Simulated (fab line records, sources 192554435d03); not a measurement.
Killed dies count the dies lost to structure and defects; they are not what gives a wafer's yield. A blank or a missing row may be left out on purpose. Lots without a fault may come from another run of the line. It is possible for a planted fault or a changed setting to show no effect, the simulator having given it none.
Split-lot trial    flow n5-finfet    on a route of 1938 steps: 7 lots, 21 wafers read

== THE SPLIT ==
At N5_BEOL_M5_EXPOSE_08 (exposes mask M5, target cd 28 nm), the setting dose-mj was moved away from the recipe's 35.75 on 6 of the 21 wafers read, by -6.1% to +5.8%. The other wafers ran this setting at the recipe's value.

== FROM THE SPLIT TO THE READING: what the file shows between them, 12 steps ==
- N5_BEOL_M5_PEB_09: peb time 60 s
- N5_BEOL_M5_DEVELOP_10: develop time 30 s
- N5_BEOL_M5_CD_MEAS_11: target cd 27.74 nm
- N5_BEOL_M5_DESCUM_16: chemistry O2, time 7 s
- N5_BEOL_M5_ETCH_72: etches underlayer in N2/H2, target depth 6.5 nm, time 5.2 s
- N5_BEOL_M5_ETCH_61: etches SiARC in CF4, target depth 15.6 nm, time 26 s
- N5_BEOL_M5_ETCH_62: etches SOC in N2/H2, target depth 75 nm, overetch 15 nm, time 112.5 s
- N5_BEOL_M5_STRIP_63: strips in N2/H2
- N5_BEOL_M5_STRIP_73: strips in N2/H2
- N5_BEOL_M5_STRIP_64: strips in CF4
- N5_BEOL_M5_HM_OPEN_17: chemistry Cl2/BCl3, target TiN, target depth 20 nm, overetch 6 nm
- N5_BEOL_M5_STRIP_19: strips in O2

== THE READING ==
cd-nm, in nm, at N5_BEOL_M5_CD_MEAS_18 (pitch 56 nm, target cd 28 nm). Typical for fault-free wafers on this fab line: 28.12 nm, with standard deviation 0.26 nm.

wafer   tool, chamber at the split  dose-mj as run  against the recipe  cd-nm, nm  against lot-mates on the recipe
L075.1  euv-scanner-01, 0           35.75           recipe              28.17      -
L075.2  euv-scanner-01, 0           35.75           recipe              28.10      -
L075.5  euv-scanner-01, 0           35.75           recipe              28.18      -
L074.2  euv-scanner-01, 0           33.57           -6.1%               26.50      -1.68
L074.4  euv-scanner-01, 0           35.75           recipe              28.34      -
L074.5  euv-scanner-01, 0           35.75           recipe              28.01      -
L079.1  euv-scanner-02, 0           36.7            +2.7%               29.06      +0.39
L079.2  euv-scanner-02, 0           36.7            +2.7%               28.89      +0.22
L079.4  euv-scanner-02, 0           35.75           recipe              28.67      -
L088.1  euv-scanner-01, 0           35.75           recipe              27.64      -
L088.2  euv-scanner-01, 0           36.61           +2.4%               28.60      +0.96
L088.6  euv-scanner-01, 0           36.61           +2.4%               28.48      +0.84
L091.1  euv-scanner-01, 0           35.75           recipe              28.30      -
L091.5  euv-scanner-01, 0           37.84           +5.8%               29.30      +1.15
L091.6  euv-scanner-01, 0           35.75           recipe              28.00      -
L093.2  euv-scanner-01, 0           35.75           recipe              27.96      -
L093.3  euv-scanner-01, 0           35.75           recipe              28.25      -
L093.5  euv-scanner-01, 0           35.75           recipe              28.30      -
L094.1  euv-scanner-02, 0           35.75           recipe              28.28      -
L094.2  euv-scanner-02, 0           35.75           recipe              28.21      -
L094.5  euv-scanner-02, 0           35.75           recipe              28.16      -

THE FIT
A straight line over all 21 wafers: cd-nm changes by +0.238 nm for each +1% of dose-mj; r = +0.92; the points scatter about the line by 0.23 nm.
The same after taking each lot's own level away (the mean of its wafers on the recipe; 21 wafers): +0.238 nm for each +1%; r = +0.94; scatter 0.2 nm.
According to that fit, moving dose-mj by its largest amount changes the reading by 1.5 nm.
Measured against the standard deviation above, the lots' own levels, which go from 27.640 to 28.670 nm, span 4.0 times it.
The two slopes are in agreement: the lot-to-lot level therefore moves the slope only a little.
Check: for one of the wafers moved furthest among these (-6.1%), held out of the fit, the line's prediction against its lot-mates is -1.26 nm. It came out at -1.68 nm against them.

== THE WHOLE CHAIN: every reading that the file lists as answering this split, in the file's order ==
step                   what it does                                                         reading                                                         change (the file's fit)                r (the file's)
N5_BEOL_M5_CD_MEAS_11  target cd 27.74 nm                                                   cd-nm                                                           +0.224 nm for each +1% of the setting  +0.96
N5_BEOL_M5_DESCUM_16   chemistry O2, time 7 s                                               BEOL_M5.cd-nm (the simulator's own value, which no gauge read)  +0.224 nm for each +1% of the setting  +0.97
N5_BEOL_M5_ETCH_72     etches underlayer in N2/H2, target depth 6.5 nm, time 5.2 s          BEOL_M5.cd-nm (the simulator's own value, which no gauge read)  +0.227 nm for each +1% of the setting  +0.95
N5_BEOL_M5_ETCH_61     etches SiARC in CF4, target depth 15.6 nm, time 26 s                 BEOL_M5.cd-nm (the simulator's own value, which no gauge read)  +0.213 nm for each +1% of the setting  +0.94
N5_BEOL_M5_CD_MEAS_18  pitch 56 nm, target cd 28 nm                                         cd-nm                                                           +0.236 nm for each +1% of the setting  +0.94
N5_BEOL_M5_ETCH_67     etches SiARC in CF4, target depth 15.6 nm, time 26 s                 BEOL_M5.cd-nm (the simulator's own value, which no gauge read)  +0.18 nm for each +1% of the setting   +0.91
N5_BEOL_M5_ETCH_68     etches SOC in N2/H2, target depth 80 nm, overetch 16 nm, time 120 s  BEOL_M5.cd-nm (the simulator's own value, which no gauge read)  +0.199 nm for each +1% of the setting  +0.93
N5_BEOL_M5_ETCH_41     etches SiCN in CH3F/O2, target depth 31.5 nm, time 56.7 s            BEOL_M5.cd-nm (the simulator's own value, which no gauge read)  +0.259 nm for each +1% of the setting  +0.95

== FILE'S OWN FIT ==
cd-nm changes by +0.236 nm for each +1% of dose-mj, r = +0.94.
